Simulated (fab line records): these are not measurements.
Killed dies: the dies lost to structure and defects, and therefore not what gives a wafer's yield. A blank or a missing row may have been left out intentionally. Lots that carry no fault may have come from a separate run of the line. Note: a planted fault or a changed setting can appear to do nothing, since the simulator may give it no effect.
What tool caused it? + flow n5_finfet + 23 lots with 69 wafers sampled at 2 steps, on a route of 1938 steps

## WHAT THE GAUGES SHOWED, per wafer
N5_FIN_SAQP_INSPECT_18: inspects for defects (brightfield). Usual: 401 for raw_defect_count, sd 120.
| lot  | measured    | on                | raw_defect_count | flag |
|------|-------------|-------------------|------------------|------|
| L074 | day 1 22:08 | defect_inspect-01 | 312 340 311      |      |
| L075 | day 2 03:39 | defect_inspect-01 | 299 395 286      |      |
| L076 | day 2 09:56 | defect_inspect-01 | 508 373 360      |      |
| L077 | day 2 15:41 | defect_inspect-02 | 423 512 620      |      |
| L078 | day 2 21:23 | defect_inspect-01 | 272 272 309      |      |
| L079 | day 3 04:00 | defect_inspect-01 | 275 322 332      |      |
| L080 | day 3 10:40 | defect_inspect-02 | 388 485 373      |      |
| L081 | day 3 15:56 | defect_inspect-02 | 549 493 383      |      |
| L082 | day 3 21:40 | defect_inspect-01 | 348 511 251      |      |
| L083 | day 4 04:06 | defect_inspect-01 | 338 242 322      |      |
| L084 | day 4 09:25 | defect_inspect-02 | 431 407 498      |      |
| L085 | day 4 15:33 | defect_inspect-02 | 485 511 653      |      |
| L086 | day 5 00:25 | defect_inspect-02 | 576 601 597      |      |
| L087 | day 5 04:49 | defect_inspect-01 | 415 414 333      |      |
| L088 | day 5 09:40 | defect_inspect-02 | 522 417 497      |      |
| L089 | day 5 15:29 | defect_inspect-01 | 271 285 225      |      |
| L090 | day 5 21:47 | defect_inspect-02 | 494 460 517      |      |
| L091 | day 6 03:25 | defect_inspect-02 | 239 483 278      |      |
| L092 | day 6 09:41 | defect_inspect-02 | 476 267 282      |      |
| L093 | day 6 15:40 | defect_inspect-01 | 331 354 273      |      |
| L094 | day 6 22:16 | defect_inspect-02 | 412 405 637      |      |
| L095 | day 7 04:40 | defect_inspect-02 | 264 405 302      |      |
| L097 | day 7 17:19 | defect_inspect-01 | 304 308 267      |      |

## WHAT TOOL EACH LOT RAN ON (gives the tool, then ch and the chambers of the sampled wafers, and finally the start)
| lot  | N5_PMOS_HMC_CHANNEL_EPI_DESCUM_14 |
|------|-----------------------------------|
| L074 | rie_diel-04 ch 1,3, day 1 17:32   |
| L075 | rie_diel-06 ch 0,1, day 1 23:20   |
| L076 | rie_diel-06 ch 2,3, day 2 05:44   |
| L077 | rie_diel-03 ch 2,3, day 2 11:27   |
| L078 | rie_diel-03 ch 0,1,3, day 2 17:10 |
| L079 | rie_diel-06 ch 0,1,3, day 2 23:50 |
| L080 | rie_diel-04 ch 1,2, day 3 06:01   |
| L081 | rie_diel-06 ch 0,1,3, day 3 11:46 |
| L082 | rie_diel-06 ch 0,1,3, day 3 17:34 |
| L083 | rie_diel-04 ch 2,3, day 4 00:01   |
| L084 | rie_diel-03 ch 1,3, day 4 05:13   |
| L085 | rie_diel-04 ch 0,3, day 4 11:14   |
| L086 | rie_diel-06 ch 0,1,3, day 4 17:27 |
| L087 | rie_diel-06 ch 1,3, day 4 23:20   |
| L088 | rie_diel-04 ch 0,1,3, day 5 05:12 |
| L089 | rie_diel-04 ch 0,1,2, day 5 11:04 |
| L090 | rie_diel-06 ch 0,3, day 5 17:32   |
| L091 | rie_diel-06 ch 0,3, day 5 23:15   |
| L092 | rie_diel-04 ch 0,1, day 6 05:26   |
| L093 | rie_diel-03 ch 1,2,3, day 6 11:25 |
| L094 | rie_diel-04 ch 0,1,3, day 6 17:51 |
| L095 | rie_diel-03 ch 2,3, day 6 23:18   |
| L097 | rie_diel-06 ch 1,2,3, day 7 12:09 |
- N5_PMOS_HMC_CHANNEL_EPI_DESCUM_14: chemistry O2, time 7.9 s.

## AS READ BY THE TOOLS THEMSELVES (means over the sampled wafers that have a number; for cases with no such wafer, the mark the record gives instead)
N5_PMOS_HMC_CHANNEL_EPI_DESCUM_14. Usual: drypump_motor_current_A 5.8 A, standard deviation 0.61; oes_product_au 0.77 a.u., standard deviation 0.1; rf_vpp_V 243.5 V, standard deviation 1.4; showerhead_plenum_p_Torr 2.12 Torr, standard deviation 0.073; throttle_valve_pct 20.40 %, standard deviation 0.21.
| lot  | tool        | drypump_motor_current_A (A) | oes_product_au (a.u.) | rf_vpp_V (V) | showerhead_plenum_p_Torr (Torr) | throttle_valve_pct (%) | flag |
|------|-------------|-----------------------------|-----------------------|--------------|---------------------------------|------------------------|------|
| L074 | rie_diel-04 | 5.2                         | 0.71                  | 243.2        | 2.16                            | 20.21                  |      |
| L075 | rie_diel-06 | 6.2                         | 0.69                  | 243.9        | 2.18                            | 20.64                  |      |
| L076 | rie_diel-06 | 5.8                         | 0.77                  | 244.0        | 2.10                            | 20.21                  |      |
| L077 | rie_diel-03 | 5.5                         | 0.71                  | 242.3        | 2.00                            | 20.63                  |      |
| L078 | rie_diel-03 | 5.8                         | 0.72                  | 242.8        | 2.05                            | 20.52                  |      |
| L079 | rie_diel-06 | 6.2                         | 0.74                  | 244.4        | 2.15                            | 20.46                  |      |
| L080 | rie_diel-04 | 5.2                         | 0.71                  | 243.4        | 2.04                            | 20.41                  |      |
| L081 | rie_diel-06 | 6.2                         | 0.74                  | 243.8        | 2.15                            | 20.47                  |      |
| L082 | rie_diel-06 | 6.2                         | 0.73                  | 244.5        | 2.15                            | 20.47                  |      |
| L083 | rie_diel-04 | 5.5                         | 0.69                  | 243.1        | 2.08                            | 20.37                  |      |
| L084 | rie_diel-03 | 5.9                         | 0.72                  | 242.1        | 2.05                            | 20.67                  |      |
| L085 | rie_diel-04 | 6.1                         | 0.86                  | 243.5        | 2.15                            | 20.51                  |      |
| L086 | rie_diel-06 | 6.2                         | 0.72                  | 243.1        | 2.15                            | 20.48                  |      |
| L087 | rie_diel-06 | 6.2                         | 0.77                  | 244.2        | 2.13                            | 20.30                  |      |
| L088 | rie_diel-04 | 5.5                         | 0.77                  | 244.0        | 2.15                            | 20.36                  |      |
| L089 | rie_diel-04 | 5.5                         | 0.87                  | 244.4        | 2.18                            | 20.33                  |      |
| L090 | rie_diel-06 | 6.0                         | 0.87                  | 243.5        | 2.13                            | 20.25                  |      |
| L091 | rie_diel-06 | 6.0                         | 0.85                  | 244.0        | 2.13                            | 20.26                  |      |
| L092 | rie_diel-04 | 5.3                         | 0.77                  | 244.1        | 2.16                            | 20.34                  |      |
| L093 | rie_diel-03 | 5.6                         | 0.82                  | 244.8        | 2.14                            | 20.53                  |      |
| L094 | rie_diel-04 | 5.6                         | 0.85                  | 243.5        | 2.14                            | 20.26                  |      |
| L095 | rie_diel-03 | 5.4                         | 0.78                  | 242.3        | 2.08                            | 20.56                  |      |
| L097 | rie_diel-06 | 6.1                         | 0.80                  | 243.1        | 2.10                            | 20.23                  |      |

## THE ANSWER, worked out from the rows above alone
Rule: a lot counts as off when the mean over its wafers that have a number is more than 3 standard deviations away from the usual mean. Also off: a lot with no number at a reading for which 4 or more lots have one. Where the step has rows for the other lots, those lots are counted as sound. The gauges are gone through in route order, then the tools' own readings, and for those a lot's mean is taken as printed above. The first step at which some lot is off is used, and at that step the reading that is off furthest; a lot without a number counts as furthest.
Across all readings shown, no lot is off: no conclusion can be drawn from this.

## WHAT THE SIMULATOR HAD INSERTED
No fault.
